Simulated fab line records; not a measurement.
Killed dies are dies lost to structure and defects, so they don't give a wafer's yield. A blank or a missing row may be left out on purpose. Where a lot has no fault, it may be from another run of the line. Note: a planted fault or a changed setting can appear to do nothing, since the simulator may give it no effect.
Problem report, 8D (eight disciplines) form, completed by code	flow nand-harc	the parts of the form that need people (team, actions taken, sign-off) are left out

## 1. PROBLEM STATEMENT
killed-dies at NHARC_END_SORT_01 reads a mean of 184 on 3 wafers of 3 lots; wafers without a fault read 64 with a standard deviation of 19. That is +6.3 standard deviations from the usual mean.
Earliest sighting: wafer L904.3 on prober-02 at day 30 12:46. At this step, 20 wafers from 7 lots have a number in the record. Rule for "out", or "out of limits": more than 4 standard deviations from the usual mean. The rest of the wafers with a number are treated as sound.

## 2. WHAT IT IS AND WHAT IT IS NOT
question	is	is not
which readings at this step	killed-dies, killed-at-array	killed-at-other, killed-at-periphery, killed-open, killed-short
which lots	L904, L906, L908	L897, L900, L902, L903
which wafers of those lots	L904.3, L906.6, L908.6	L904.2, L904.5, L906.2, L906.5, L908.4
read on which gauges	prober-01, prober-02	-
when	from day 30 12:46	up to then (13 sound wafers); but 4 sound wafers of L904, L906, L908 came after

## 3. WHAT RULES OUT EACH SUSPECT
Counting: a tool at a process step up to the reading stays a suspect if it ran every lot that is out. Sound lots after the first of them don't rule it out here, since some wafers of a struck lot are sound.
- ruled out: the gauge at NHARC_END_SORT_01. The wafers that are out were read on 2 gauges (prober-01, prober-02).
- rie-diel-10 at NHARC_A_CHANNEL_HOLE_D1_ETCH_39 (etches the open film in N2/H2, target depth 260 nm, time 325 s): kept. Ran every lot that is out, first one L904 (day 14 12:27); last sound lot up to then L903 (day 13 16:38). Its own oes-product-au readings are out on those wafers.
Remaining after the count: rie-diel-10 at NHARC_A_CHANNEL_HOLE_D1_ETCH_39.

## 4. THE CAUSE (what the simulator had put in)
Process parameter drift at NHARC_A_CHANNEL_HOLE_D1_ETCH_39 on rie-diel-10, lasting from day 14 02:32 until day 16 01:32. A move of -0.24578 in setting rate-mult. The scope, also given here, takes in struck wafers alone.
This tool alone remained once counting was done.

## 5. THE EFFECT CHAIN, in route order
One row per reading whose mean, taken over the struck wafers that have a number, lies over 3 standard deviations from the usual. Only readings for which the record gives a usual standard deviation are gone through. hours: the time from each lot's start at the first step in this table that gives one to its start at this step, as a median over the lots. sigmas: the change in usual standard deviations.
hours	step	reading	usual	on struck wafers	change	sigmas
0	NHARC_A_CHANNEL_HOLE_D1_ETCH_39	oes-product-au	1.003 a.u.	0.846	-0.157	-22
398	NHARC_END_SORT_01	killed-at-array	59	179	+120	+6.3
398	NHARC_END_SORT_01	killed-dies	64	184	+120	+6.3
Process steps it contains:
- NHARC_A_CHANNEL_HOLE_D1_ETCH_39: etches the open film in N2/H2, target depth 260 nm, time 325 s.

## 6. WHAT WOULD HAVE CAUGHT IT SOONER
394 hours passed between the start of the fault at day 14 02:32 and the first reading out of limits at a measuring or inspecting step in this record, taken at day 30 12:46.
The tool's own readings at NHARC_A_CHANNEL_HOLE_D1_ETCH_39 were out on every struck wafer that the step has a row for (oes-product-au): an alarm limit on them would have fired on the first of those.
Each of the lots that are out, 3 in all, had begun NHARC_A_CHANNEL_HOLE_D1_ETCH_39 on rie-diel-10 no later than day 30 12:46. Tool hold at that time: it would have spared none of them.
